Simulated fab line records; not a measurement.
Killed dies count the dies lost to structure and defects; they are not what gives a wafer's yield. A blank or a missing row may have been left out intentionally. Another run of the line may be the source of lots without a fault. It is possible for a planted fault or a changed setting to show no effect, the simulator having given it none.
fab line records + flow n5Finfet
record
- lots=7
- wafers=39
route steps=1938 shown FIN_SAQP@115 STI_FIN_REVEAL@196 DUMMY_GATE@243 HKMG_FIN@435 MOL_CONTACT_COAG@616 BEOL_M4@1111
startH: hours from the record's opening day to when the first of the lot's shown wafers began + waitH: how many hours have passed since the lot's step before this one + " the same as in the row above + L1.1+2: a row that stands for several wafers + - no value present, or no start provided + * or withheld: withheld + < > ~ a bound
route shown NAME@n: a module of which the file shows steps, and the number in the route of the first + usual: mean/standard deviation of fault-free wafers + same: alike in all rows + chamber/n: place in a boat + sites: each site's reading + _std_site: the values' standard deviation + _edge_site: outer sites' mean less inner sites' + radiusMm: how far each site lies from the wafer's centre + mask NAME#n: copy n + behind: tool/chamber where the wafer was last shaped + hold: the reason the lot was held/the length of the hold in hours/how it ended + device: whichever transistor did not switch (one of n, p or np) + end of line: the tests these same wafers got at the end of their route + a step given without rows: its recipe and nothing more + killed: at the first sort, the dies lost to defects and structure; wafer yield is something else + map: shows each die of a wafer: x if killed, . if not, _ if none is there
set.NAME: the run value of the setting; set.NAME@STEP: its run value at that earlier step + model.NAME: the simulator's own value behind a step, which no gauge read
lots run with intentionally changed settings; tables by step, rows by wafer
## steps
# step N5_FIN_SAQP_ETCH_51
# recipe
- chemistry=CF4
- target=SiARC
- targetDepthA=455
- maskMaterial=CAR-ArF
- timeS=75.8
- ionEnergyEv=80
- pressureMtorr=40
- sourceW=545
- biasW=36
- Ar_flow_sccm=100
- cf4FlowSccm=100
- ends=cleared
# step N5_STI_FIN_REVEAL_RECESS_09
# recipe
- chemistry=HF/NH3
- target=SiO2
- afsCycles=11
- targetDepthA=425
- tempC=30
- sublimationTempC=180
- sublimationTimeS=60
# step N5_DUMMY_GATE_ETCH_31
# recipe
- chemistry=C4F6/O2
- target=SiO2
- maskMaterial=SOC
- targetDepthA=825
- timeS=27.5
- ionEnergyEv=250
- pressureMtorr=30
- sourceW=345
- biasW=185
- Ar_flow_sccm=300
- C4F6_flow_sccm=10
- O2_flow_sccm=10
# step N5_DUMMY_GATE_ETCH_32
# recipe
- chemistry=CF4
- target=SiO2
- targetDepthA=35
- timeS=3.9
- ionEnergyEv=350
- pressureMtorr=10
- icpW=800
- biasW=400
- cf4FlowSccm=80
# step N5_DUMMY_GATE_ETCH_42
# recipe
- chemistry=CHF3/O2
- target=SiO2
- targetDepthA=35
- timeS=31
- ionEnergyEv=30
- biasW=12
- pressureMtorr=30
- sourceW=600
- Ar_flow_sccm=200
- CHF3_flow_sccm=50
- O2_flow_sccm=5
# step N5_HKMG_FIN_ETCH_32
# recipe
- chemistry=N2/H2
- target=SOC
- targetDepthA=2400
- tempC=40
- timeS=300
- ionEnergyEv=200
- maskMaterial=SiARC
- pressureMtorr=30
- sourceW=840
- biasW=150
- n2FlowSccm=200
- h2FlowSccm=200
# step N5_HKMG_FIN_ETCH_35
# recipe
- chemistry=N2/H2
- target=SOC
- targetDepthA=2158
- ionEnergyEv=65
- biasW=5
- sourceW=3000
- timeS=243.4
- pressureMtorr=30
- n2FlowSccm=200
- h2FlowSccm=200
# step N5_MOL_CONTACT_COAG_ETCH_124
# recipe
- chemistry=CH3F/O2
- target=SiNx
- targetDepthA=65
- maskMaterial=SOC
- stopOn=SiOC
- overEtchFrac=0.3
- ionEnergyEv=120
- pressureMtorr=30
- sourceW=395
- biasW=73
- Ar_flow_sccm=150
- CH3F_flow_sccm=30
- O2_flow_sccm=20
- ends=endPoint
# step N5_BEOL_M4_RC_MEAS_101
# usual
- ION_N=673/9
| lot.wafer | tool      | chamber | startH | waitH | set.cf4FlowSccm@FIN_SAQP_ETCH_51 | set.targetDepthA@STI_FIN_REVEAL_RECESS_09 | set.targetDepthA@DUMMY_GATE_ETCH_31 | set.timeS@DUMMY_GATE_ETCH_32 | set.biasW@DUMMY_GATE_ETCH_42 | set.h2FlowSccm@HKMG_FIN_ETCH_32 | set.biasW@HKMG_FIN_ETCH_35 | set.biasW@MOL_CONTACT_COAG_ETCH_124 | ION_N[uA/um] |
|-----------|-----------|---------|--------|-------|----------------------------------|-------------------------------------------|-------------------------------------|------------------------------|------------------------------|---------------------------------|----------------------------|-------------------------------------|--------------|
| L077.1    | prober-01 | 0       | 185.89 | 0.0   | 100                              | 411.2                                     | 825                                 | 4.352                        | 10.02                        | 200                             | 5                          | 73                                  | 659          |
| L077.2    | "         | 0       | "      | "     | 100                              | 425                                       | 892.8                               | 3.9                          | 10.02                        | 200                             | 5.841                      | 79.61                               | 675          |
| L077.3    | "         | 0       | "      | "     | 100                              | 411.2                                     | 892.8                               | 4.352                        | 10.02                        | 210.4                           | 5                          | 79.61                               | 663          |
| L077.4    | "         | 0       | "      | "     | 100                              | 425                                       | 892.8                               | 4.352                        | 12                           | 210.4                           | 5.841                      | 73                                  | 680          |
| L077.5    | "         | 0       | "      | "     | 100                              | 425                                       | 825                                 | 3.9                          | 12                           | 210.4                           | 5                          | 79.61                               | 677          |
| L077.6    | "         | 0       | "      | "     | 100                              | 411.2                                     | 825                                 | 3.9                          | 12                           | 200                             | 5.841                      | 73                                  | 655          |
| L080.1    | prober-01 | 0       | 197.49 | 0.0   | 100                              | 425                                       | 825                                 | 3.9                          | 12                           | 200                             | 5                          | 73                                  | 689          |
| L080.2    | "         | 0       | "      | "     | 100                              | 425                                       | 825                                 | 3.9                          | 12                           | 200                             | 5                          | 73                                  | 663          |
| L080.5    | "         | 0       | "      | "     | 100                              | 425                                       | 825                                 | 3.9                          | 12                           | 200                             | 5                          | 73                                  | 679          |
| L088.1    | prober-02 | 0       | 258.78 | 0.0   | 100                              | 425                                       | 869.1                               | 3.9                          | 10.34                        | 200                             | 5                          | 81.48                               | 676          |
| L088.2    | "         | 0       | "      | "     | 100                              | 425                                       | 869.1                               | 3.433                        | 12                           | 200                             | 5                          | 81.48                               | 669          |
| L088.3    | "         | 0       | "      | "     | 100                              | 425                                       | 825                                 | 3.433                        | 10.34                        | 200                             | 5                          | 73                                  | 678          |
| L088.4    | "         | 0       | "      | "     | 100                              | 425                                       | 825                                 | 3.9                          | 12                           | 200                             | 5                          | 81.48                               | 691          |
| L088.5    | "         | 0       | "      | "     | 100                              | 425                                       | 825                                 | 3.9                          | 12                           | 200                             | 5                          | 73                                  | 676          |
| L088.6    | "         | 0       | "      | "     | 100                              | 425                                       | 869.1                               | 3.433                        | 10.34                        | 200                             | 5                          | 73                                  | 680          |
| L090.1    | prober-02 | 0       | 272.75 | 0.0   | 100                              | 425                                       | 825                                 | 3.9                          | 12                           | 200                             | 4.655                      | 73                                  | 686          |
| L090.2    | "         | 0       | "      | "     | 100                              | 425                                       | 825                                 | 4.757                        | 10.8                         | 212.5                           | 4.655                      | 73                                  | 680          |
| L090.3    | "         | 0       | "      | "     | 106.5                            | 425                                       | 912.5                               | 3.9                          | 10.8                         | 212.5                           | 4.655                      | 58.99                               | 660          |
| L090.4    | "         | 0       | "      | "     | 106.5                            | 425                                       | 825                                 | 4.757                        | 12                           | 212.5                           | 5                          | 73                                  | 676          |
| L090.5    | "         | 0       | "      | "     | 100                              | 425                                       | 912.5                               | 3.9                          | 10.8                         | 200                             | 5                          | 58.99                               | 658          |
| L090.6    | "         | 0       | "      | "     | 106.5                            | 425                                       | 912.5                               | 4.757                        | 12                           | 200                             | 5                          | 58.99                               | 664          |
| L093.1    | prober-01 | 0       | 277.93 | 0.0   | 77.99                            | 425                                       | 825                                 | 3.9                          | 12                           | 200                             | 5                          | 65.33                               | 658          |
| L093.2    | "         | 0       | "      | "     | 77.99                            | 425                                       | 825                                 | 3.9                          | 12                           | 200                             | 5                          | 73                                  | 678          |
| L093.3    | "         | 0       | "      | "     | 77.99                            | 425                                       | 858.1                               | 3.9                          | 14.07                        | 210.2                           | 5                          | 73                                  | 675          |
| L093.4    | "         | 0       | "      | "     | 100                              | 425                                       | 858.1                               | 3.9                          | 14.07                        | 200                             | 5                          | 65.33                               | 672          |
| L093.5    | "         | 0       | "      | "     | 100                              | 425                                       | 858.1                               | 3.9                          | 12                           | 210.2                           | 5                          | 73                                  | 657          |
| L093.6    | "         | 0       | "      | "     | 100                              | 425                                       | 825                                 | 3.9                          | 14.07                        | 210.2                           | 5                          | 65.33                               | 670          |
| L092.1    | prober-01 | 0       | 280.47 | 0.0   | 100                              | 440.8                                     | 825                                 | 3.9                          | 12                           | 190.3                           | 5                          | 76.92                               | 687          |
| L092.2    | "         | 0       | "      | "     | 100                              | 425                                       | 825                                 | 3.9                          | 12.68                        | 190.3                           | 5                          | 73                                  | 673          |
| L092.3    | "         | 0       | "      | "     | 100                              | 425                                       | 825                                 | 4.16                         | 12.68                        | 200                             | 5                          | 76.92                               | 679          |
| L092.4    | "         | 0       | "      | "     | 100                              | 440.8                                     | 825                                 | 4.16                         | 12                           | 190.3                           | 4.077                      | 76.92                               | 694          |
| L092.5    | "         | 0       | "      | "     | 100                              | 440.8                                     | 825                                 | 4.16                         | 12.68                        | 200                             | 4.077                      | 73                                  | 694          |
| L092.6    | "         | 0       | "      | "     | 100                              | 425                                       | 825                                 | 3.9                          | 12                           | 200                             | 4.077                      | 73                                  | 676          |
| L094.1    | prober-02 | 0       | 282.12 | 0.0   | 100                              | 443.9                                     | 825                                 | 3.232                        | 13.67                        | 206.8                           | 5.544                      | 73                                  | 682          |
| L094.2    | "         | 0       | "      | "     | 100                              | 443.9                                     | 903.2                               | 3.9                          | 12                           | 206.8                           | 5                          | 73                                  | 700          |
| L094.3    | "         | 0       | "      | "     | 110.3                            | 425                                       | 825                                 | 3.9                          | 12                           | 206.8                           | 5.544                      | 73                                  | 671          |
| L094.4    | "         | 0       | "      | "     | 100                              | 425                                       | 903.2                               | 3.232                        | 12                           | 200                             | 5.544                      | 73                                  | 656          |
| L094.5    | "         | 0       | "      | "     | 110.3                            | 443.9                                     | 903.2                               | 3.9                          | 13.67                        | 200                             | 5                          | 73                                  | 690          |
| L094.6    | "         | 0       | "      | "     | 110.3                            | 425                                       | 825                                 | 3.232                        | 13.67                        | 200                             | 5                          | 73                                  | 663          |
## key
split
- step=N5_FIN_SAQP_ETCH_51
- setting=cf4FlowSccm
- statedAs=100
response none clear
split
- step=N5_STI_FIN_REVEAL_RECESS_09
- setting=targetDepthA
- statedAs=425
response
- step=N5_BEOL_M4_RC_MEAS_101
- reading=ION_N
- slope=+4.9
- per=1%
- togetherWith=all
- explained=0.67
split
- step=N5_DUMMY_GATE_ETCH_31
- setting=targetDepthA
- statedAs=825
response none clear
split
- step=N5_DUMMY_GATE_ETCH_32
- setting=timeS
- statedAs=3.9
response none clear
split
- step=N5_DUMMY_GATE_ETCH_42
- setting=biasW
- statedAs=12
response none clear
split
- step=N5_HKMG_FIN_ETCH_32
- setting=h2FlowSccm
- statedAs=200
response none clear
split
- step=N5_HKMG_FIN_ETCH_35
- setting=biasW
- statedAs=5
response none clear
split
- step=N5_MOL_CONTACT_COAG_ETCH_124
- setting=biasW
- statedAs=73
response none clear
